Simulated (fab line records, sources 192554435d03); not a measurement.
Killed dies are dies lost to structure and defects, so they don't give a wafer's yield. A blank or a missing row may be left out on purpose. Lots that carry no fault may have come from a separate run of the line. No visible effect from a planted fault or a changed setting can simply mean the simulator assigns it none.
The tool behind it: which one? :: flow n5-finfet :: 12 lots, 36 wafers sampled, at 3 steps of a route of 1938

## WHAT THE GAUGES SHOWED, per wafer
N5_BEOL_M2_CD_MEAS_35: target cd 18 nm, target cd y 22.2 nm.
lot: L075
measured: day 6 22:08
on: cd-sem-03
cd-nm (nm): 19.1 18.3 18.4

lot: L079
measured: day 8 06:10
on: cd-sem-02
cd-nm (nm): 18.5 18.6 18.7

lot: L080
measured: day 8 09:50
on: cd-sem-02
cd-nm (nm): 17.8 18.0 18.3

lot: L081
measured: day 8 14:28
on: cd-sem-02
cd-nm (nm): 18.2 18.0 18.1

lot: L083
measured: day 8 20:32
on: cd-sem-02
cd-nm (nm): 18.3 17.7 18.3

lot: L085
measured: day 9 14:39
on: cd-sem-03
cd-nm (nm): 17.9 17.9 18.3

lot: L087
measured: day 10 13:31
on: cd-sem-01
cd-nm (nm): 17.9 18.0 17.6

lot: L089
measured: day 11 02:14
on: cd-sem-01
cd-nm (nm): 17.6 17.9 17.7

lot: L092
measured: day 11 08:09
on: cd-sem-03
cd-nm (nm): 18.3 18.1 17.9

lot: L093
measured: day 11 13:19
on: cd-sem-01
cd-nm (nm): 18.2 18.0 18.1

lot: L095
measured: day 12 06:30
on: cd-sem-02
cd-nm (nm): 17.5 18.3 18.4

lot: L096
measured: day 12 17:06
on: cd-sem-02
cd-nm (nm): 18.4 18.0 18.3

## TOOL THAT RAN EACH LOT (tool first, then ch and the chambers of the sampled wafers, then the start)
lot: L075
N5_BEOL_M2_ETCH_69: rie-diel-03 ch 2,3, day 6 21:01
N5_BEOL_M2_STRIP_36: rie-diel-03 ch 0,3, day 6 21:47

lot: L079
N5_BEOL_M2_ETCH_69: rie-diel-04 ch 1,2,3, day 7 21:48
N5_BEOL_M2_STRIP_36: rie-diel-03 ch 1,2, day 8 05:49

lot: L080
N5_BEOL_M2_ETCH_69: rie-diel-02 ch 0,2,3, day 7 23:55
N5_BEOL_M2_STRIP_36: rie-diel-03 ch 0,1,3, day 8 09:29

lot: L081
N5_BEOL_M2_ETCH_69: rie-diel-02 ch 0,1,2, day 8 11:19
N5_BEOL_M2_STRIP_36: rie-diel-04 ch 1,2, day 8 14:07

lot: L083
N5_BEOL_M2_ETCH_69: rie-diel-03 ch 0,1,2, day 8 19:42
N5_BEOL_M2_STRIP_36: rie-diel-02 ch 2,3, day 8 20:12

lot: L085
N5_BEOL_M2_ETCH_69: rie-diel-04 ch 0,2, day 9 07:53
N5_BEOL_M2_STRIP_36: rie-diel-03 ch 0,1,3, day 9 14:18

lot: L087
N5_BEOL_M2_ETCH_69: rie-diel-04 ch 0,1,3, day 10 11:56
N5_BEOL_M2_STRIP_36: rie-diel-03 ch 0,1, day 10 13:10

lot: L089
N5_BEOL_M2_ETCH_69: rie-diel-02 ch 1,3, day 10 20:43
N5_BEOL_M2_STRIP_36: rie-diel-03 ch 0,1, day 11 01:53

lot: L092
N5_BEOL_M2_ETCH_69: rie-diel-03 ch 1,2,3, day 11 05:08
N5_BEOL_M2_STRIP_36: rie-diel-04 ch 0,1, day 11 07:48

lot: L093
N5_BEOL_M2_ETCH_69: rie-diel-02 ch 0,1,3, day 11 10:17
N5_BEOL_M2_STRIP_36: rie-diel-02 ch 0,1,3, day 11 12:59

lot: L095
N5_BEOL_M2_ETCH_69: rie-diel-02 ch 1,3, day 11 23:20
N5_BEOL_M2_STRIP_36: rie-diel-04 ch 0,1,3, day 12 06:09

lot: L096
N5_BEOL_M2_ETCH_69: rie-diel-04 ch 0,1,3, day 12 08:39
N5_BEOL_M2_STRIP_36: rie-diel-02 ch 2,3, day 12 16:46
- N5_BEOL_M2_ETCH_69: etches SiARC in CF4, target depth 15.6 nm, time 26 s.
- N5_BEOL_M2_STRIP_36: strips in N2/H2.

## THE ANSWER, worked out from the rows above alone
Rule: the lots themselves supply what counts as usual. Put in order of their means at a reading, lots are off if they are a third of the lots or fewer, leave a main group of 4 or more, and stand apart from it by a gap of 3 or more times the standard deviation of the main group's means; of several such gaps the widest counts. A main group is skipped when, at the precision printed for the reading in the tables above, its means are all equal. Also off: a lot with no number at a reading for which 4 or more lots have one. All remaining lots with rows at the step are treated as sound.
Across all readings shown, no lot is off: no conclusion can be drawn from this.

## WHAT THE SIMULATOR HAD INSERTED
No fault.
